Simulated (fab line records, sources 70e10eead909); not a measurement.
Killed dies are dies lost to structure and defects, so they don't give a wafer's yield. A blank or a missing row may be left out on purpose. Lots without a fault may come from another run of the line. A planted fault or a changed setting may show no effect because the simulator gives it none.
Which tool did it? | flow nand_harc | 12 lots, 36 wafers sampled, at 4 steps of a route of 1302

WHAT THE GAUGES READ, wafer by wafer
NHARC_A_CONTACT_CD_MEAS_42: target cd 300 nm. Usual: cd_nm 300.0 nm, standard deviation 0.4.
lot  | measured     | on        | cd_nm (nm)        | flag
L957 | day 21 04:26 | cd_sem-02 | 299.9 299.7 300.2 |
L958 | day 21 20:41 | cd_sem-03 | 300.2 300.3 300.2 |
L961 | day 22 22:47 | cd_sem-03 | 300.0 300.1 299.4 |
L963 | day 24 01:05 | cd_sem-01 | 300.7 299.8 300.0 |
L966 | day 24 11:41 | cd_sem-03 | 323.6 323.0 323.6 | OFF
L967 | day 25 03:01 | cd_sem-02 | 318.9 318.8 318.2 | OFF
L969 | day 25 06:57 | cd_sem-03 | 300.1 300.6 299.9 |
L970 | day 27 10:49 | cd_sem-03 | 299.3 300.1 299.7 |
L973 | day 27 23:44 | cd_sem-01 | 300.2 299.8 300.1 |
L976 | day 28 10:57 | cd_sem-02 | 300.0 299.7 300.1 |
L975 | day 29 10:01 | cd_sem-01 | 299.8 300.2 299.7 |
L978 | day 29 23:09 | cd_sem-01 | 300.0 300.2 300.4 |

WHICH TOOL RAN EACH LOT (tool, then ch and the chambers of the sampled wafers, then the start)
lot  | NHARC_A_WL_FILL_ALD_19              | NHARC_A_CONTACT_DEP_28        | NHARC_A_CONTACT_EXPOSE_39
L957 | ald_metal-03 ch 0,3, day 20 21:44   | acl_dep-02 ch 0, day 21 00:52 | arfi_scanner-02 ch 0, day 21 04:17
L958 | ald_metal-03 ch 2,3, day 21 11:08   | acl_dep-01 ch 0, day 21 16:24 | arfi_scanner-02 ch 0, day 21 20:32
L961 | ald_metal-03 ch 0,3, day 22 16:08   | acl_dep-03 ch 0, day 22 17:49 | arfi_scanner-03 ch 0, day 22 22:39
L963 | ald_metal-02 ch 1,2,3, day 23 18:35 | acl_dep-03 ch 0, day 23 20:06 | arfi_scanner-03 ch 0, day 24 00:57
L966 | ald_metal-02 ch 1,3, day 24 04:57   | acl_dep-02 ch 0, day 24 07:32 | arfi_scanner-03 ch 0, day 24 11:33
L967 | ald_metal-04 ch 0,1,2, day 24 17:37 | acl_dep-01 ch 0, day 24 21:59 | arfi_scanner-03 ch 0, day 25 02:52
L969 | ald_metal-02 ch 1,2,3, day 24 20:31 | acl_dep-03 ch 0, day 25 02:38 | arfi_scanner-02 ch 0, day 25 06:49
L970 | ald_metal-04 ch 0,1,3, day 27 04:23 | acl_dep-02 ch 0, day 27 05:55 | arfi_scanner-02 ch 0, day 27 10:40
L973 | ald_metal-04 ch 0,2,3, day 27 14:44 | acl_dep-02 ch 0, day 27 19:25 | arfi_scanner-02 ch 0, day 27 23:35
L976 | ald_metal-03 ch 1,2,3, day 28 03:30 | acl_dep-02 ch 0, day 28 06:41 | arfi_scanner-01 ch 0, day 28 10:49
L975 | ald_metal-04 ch 0,1,3, day 28 20:43 | acl_dep-01 ch 0, day 29 05:00 | arfi_scanner-02 ch 0, day 29 09:53
L978 | ald_metal-02 ch 0,1,3, day 29 16:44 | acl_dep-03 ch 0, day 29 18:16 | arfi_scanner-01 ch 0, day 29 23:01
- NHARC_A_WL_FILL_ALD_19: deposits TiN, target thk 2 nm, pulse time 3 s, ald cycles 100.
- NHARC_A_CONTACT_DEP_28: deposits aC, target thk 7000 nm.
- NHARC_A_CONTACT_EXPOSE_39: exposes mask A CC 3.

WHAT THE TOOLS THEMSELVES READ (means of the sampled wafers that have a number; where no wafer has one, the mark that the record gives instead)
NHARC_A_WL_FILL_ALD_19. Usual: heater_power_w 1045 W, standard deviation 68; precursor_pulse_height_rel 1.001, standard deviation 0.019.
lot  | tool         | heater_power_w (W) | precursor_pulse_height_rel | flag
L957 | ald_metal-03 | 987                | 0.995                      |
L958 | ald_metal-03 | 1076               | 0.994                      |
L961 | ald_metal-03 | 1028               | 0.981                      |
L963 | ald_metal-02 | 1007               | 1.005                      |
L966 | ald_metal-02 | 1005               | 0.992                      |
L967 | ald_metal-04 | 1067               | 0.996                      |
L969 | ald_metal-02 | 1003               | 1.017                      |
L970 | ald_metal-04 | 1052               | 1.008                      |
L973 | ald_metal-04 | 1044               | 1.006                      |
L976 | ald_metal-03 | 1138               | 1.007                      |
L975 | ald_metal-04 | 1095               | 0.980                      |
L978 | ald_metal-02 | 1001               | 1.006                      |

NHARC_A_CONTACT_DEP_28. Usual: throttle_valve_pct 34.999 %, standard deviation 0.0095.
lot  | tool       | throttle_valve_pct (%) | flag
L957 | acl_dep-02 | 35.001                 |
L958 | acl_dep-01 | 35.001                 |
L961 | acl_dep-03 | 34.996                 |
L963 | acl_dep-03 | 35.004                 |
L966 | acl_dep-02 | 35.004                 |
L967 | acl_dep-01 | 34.999                 |
L969 | acl_dep-03 | 34.993                 |
L970 | acl_dep-02 | 35.001                 |
L973 | acl_dep-02 | 35.002                 |
L976 | acl_dep-02 | 35.001                 |
L975 | acl_dep-01 | 34.994                 |
L978 | acl_dep-03 | 34.994                 |

NHARC_A_CONTACT_EXPOSE_39. Usual: exposure_dose_mJ_cm2 58.71, standard deviation 0.064.
lot  | tool            | exposure_dose_mJ_cm2 | flag
L957 | arfi_scanner-02 | 58.83                |
L958 | arfi_scanner-02 | 58.70                |
L961 | arfi_scanner-03 | 58.71                |
L963 | arfi_scanner-03 | 58.71                |
L966 | arfi_scanner-03 | 87.47                | OFF
L967 | arfi_scanner-03 | 81.74                | OFF
L969 | arfi_scanner-02 | 58.72                |
L970 | arfi_scanner-02 | 58.76                |
L973 | arfi_scanner-02 | 58.74                |
L976 | arfi_scanner-01 | 58.78                |
L975 | arfi_scanner-02 | 58.71                |
L978 | arfi_scanner-01 | 58.73                |

THE ANSWER, worked out from the rows above alone
Rule: a lot is off if the mean of its wafers that have a number lies more than 3 standard deviations from the usual mean. A lot without any number at a reading at which 4 lots or more have one is off too. The other lots that the step has rows for count as sound. The gauges are gone through in route order, then the tools' own readings, and for those a lot's mean is taken as printed above. The first step at which some lot is off is used, and at that step the reading that is off furthest; a lot without a number counts as furthest.
Off: L966, L967, at NHARC_A_CONTACT_CD_MEAS_42 (cd_nm).
A tool fits if, at a process step before that reading, it ran every lot that is off, and no sound lot after the first of them. The gauges at NHARC_A_CONTACT_CD_MEAS_42 aren't tried: what is off there is off at NHARC_A_CONTACT_EXPOSE_39 too, on other tools, and a gauge's error can't cause that. One fits: arfi_scanner-03 at NHARC_A_CONTACT_EXPOSE_39. Its last sound lot is L963 (day 24 00:57), its first lot that is off L966 (day 24 11:33): a fault that began between those two fits.
The tool's own readings at NHARC_A_CONTACT_EXPOSE_39 bear it out: on the lots that are off they differ by more than 5 times the standard deviation of the sound lots' means. exposure_dose_mJ_cm2 reads 84.60 there against 58.74 on the sound lots.

WHAT THE SIMULATOR HAD PUT IN
Process parameter drift: arfi_scanner-03, from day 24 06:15 on, at NHARC_A_CONTACT_EXPOSE_39. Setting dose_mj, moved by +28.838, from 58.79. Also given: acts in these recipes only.
Lots struck among those shown: L966, L967. The rule above found the same.
